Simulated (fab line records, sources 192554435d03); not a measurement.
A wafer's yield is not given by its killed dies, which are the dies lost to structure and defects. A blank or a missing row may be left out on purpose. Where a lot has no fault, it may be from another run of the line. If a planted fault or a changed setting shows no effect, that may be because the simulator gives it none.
Which tool is to blame? | flow n5Finfet | 10 lots, 26 wafers sampled, at 6 steps of a route of 1938

WHAT THE GAUGES READ, wafer by wafer
N5_BEOL_M4_RC_MEAS_101.
lot  | measured     | on        | DIBL_N (mV/V)
L901 | day 8 21:14  | prober-01 | 33.9 32.7 35.4
L907 | day 9 22:29  | prober-01 | 34.2 36.1
L909 | day 10 14:33 | prober-01 | 35.2 36.2 35.6
L911 | day 11 10:43 | prober-01 | 33.8 33.5
L914 | day 11 20:20 | prober-02 | 36.4 35.0 39.0
L918 | day 12 16:13 | prober-02 | 39.7 36.6
L919 | day 12 19:34 | prober-02 | 34.7 36.7 34.3
L921 | day 14 01:46 | prober-01 | 37.9 38.5 37.8
L923 | day 14 04:23 | prober-01 | 37.0 36.6 38.6
L922 | day 14 09:19 | prober-02 | 40.8 36.5

WHAT TOOL EACH LOT RAN ON (gives the tool, then ch and the chambers of the sampled wafers, and finally the start)
lot  | N5_BEOL_M0_ETCH_109               | N5_BEOL_M0_DEGAS_112        | N5_BEOL_M0_PRE_CLEAN_113    | N5_BEOL_M0_ALD_136                | N5_BEOL_M0_CMP_120
L901 | rieDiel-05 ch 0,1,2, day 7 00:32  | pvdSputter-02, day 7 00:42  | pvdSputter-02, day 7 00:44  | aldMetal-03 ch 1,2,3, day 7 00:49 | cmp-04 ch 1,2,3, day 7 06:23
L907 | rieDiel-05 ch 0,1, day 7 19:44    | pvdSputter-03, day 7 20:46  | pvdSputter-03, day 7 20:48  | aldMetal-03 ch 0,1, day 7 20:56   | cmp-03 ch 1,2, day 7 22:17
L909 | rieDiel-05 ch 0,2,3, day 8 04:51  | pvdSputter-01, day 8 05:25  | pvdSputter-01, day 8 05:27  | aldMetal-03 ch 1,2,3, day 8 05:33 | cmp-03 ch 1,2,3, day 8 07:21
L911 | rieDiel-06 ch 0,2, day 8 22:15    | pvdSputter-01, day 8 22:34  | pvdSputter-01, day 8 22:37  | aldMetal-02 ch 0,2, day 8 22:46   | cmp-04 ch 3, day 9 01:54
L914 | rieDiel-06 ch 0,1,3, day 9 07:31  | pvdSputter-02, day 9 08:02  | pvdSputter-02, day 9 08:04  | aldMetal-03 ch 0,1,2, day 9 08:17 | cmp-04 ch 0,1,3, day 9 11:37
L918 | rieDiel-06 ch 1, day 10 13:37     | pvdSputter-01, day 10 14:10 | pvdSputter-01, day 10 14:12 | aldMetal-03 ch 1,3, day 10 14:16  | cmp-04 ch 2,3, day 10 16:44
L919 | rieDiel-06 ch 0,1, day 10 17:22   | pvdSputter-02, day 10 17:35 | pvdSputter-02, day 10 17:37 | aldMetal-03 ch 1,3, day 10 17:42  | cmp-04 ch 2,3, day 10 20:44
L921 | rieDiel-06 ch 0,1,2, day 11 07:50 | pvdSputter-03, day 11 09:48 | pvdSputter-03, day 11 09:50 | aldMetal-02 ch 0,2, day 11 09:54  | cmp-03 ch 0,2, day 11 14:26
L923 | rieDiel-05 ch 1,2, day 11 17:50   | pvdSputter-02, day 11 18:13 | pvdSputter-02, day 11 18:15 | aldMetal-02 ch 0,2, day 11 18:20  | cmp-03 ch 0,1,2, day 11 19:54
L922 | rieDiel-05 ch 0,2, day 12 00:21   | pvdSputter-01, day 12 02:30 | pvdSputter-01, day 12 02:32 | aldMetal-01 ch 1, day 12 02:36    | cmp-02 ch 0,1, day 12 03:57
- N5_BEOL_M0_ETCH_109: etches SiCN in CH3F/O2, target depth 8 nm, overetch 2.4 nm, time 27.4 s.
- N5_BEOL_M0_DEGAS_112: time 60 s.
- N5_BEOL_M0_PRE_CLEAN_113: time 30 s.
- N5_BEOL_M0_ALD_136: deposits TaN, pulse time 2 s, purge time 3 s, co reactant purge time 2 s.
- N5_BEOL_M0_CMP_120: polishes, stops on SiOC, t overpolish 6.9 s.

THE ANSWER, worked out from the rows above alone
Rule: what is usual is taken from the lots themselves. The widest of any qualifying gaps counts: lots, ordered by their means at a reading, are off when they make up no more than a third of the lots, leave a main group of 4 or more, and stand apart from it by 3 or more times the standard deviation of that group's means. A main group is skipped when, at the precision printed for the reading in the tables above, its means are all equal. Also off: a lot with no number at a reading for which 4 or more lots have one. Where the step has rows for the other lots, those lots are counted as sound.
Nothing can be told from this: no lot is off at any reading shown.

WHAT THE SIMULATOR HAD INSERTED
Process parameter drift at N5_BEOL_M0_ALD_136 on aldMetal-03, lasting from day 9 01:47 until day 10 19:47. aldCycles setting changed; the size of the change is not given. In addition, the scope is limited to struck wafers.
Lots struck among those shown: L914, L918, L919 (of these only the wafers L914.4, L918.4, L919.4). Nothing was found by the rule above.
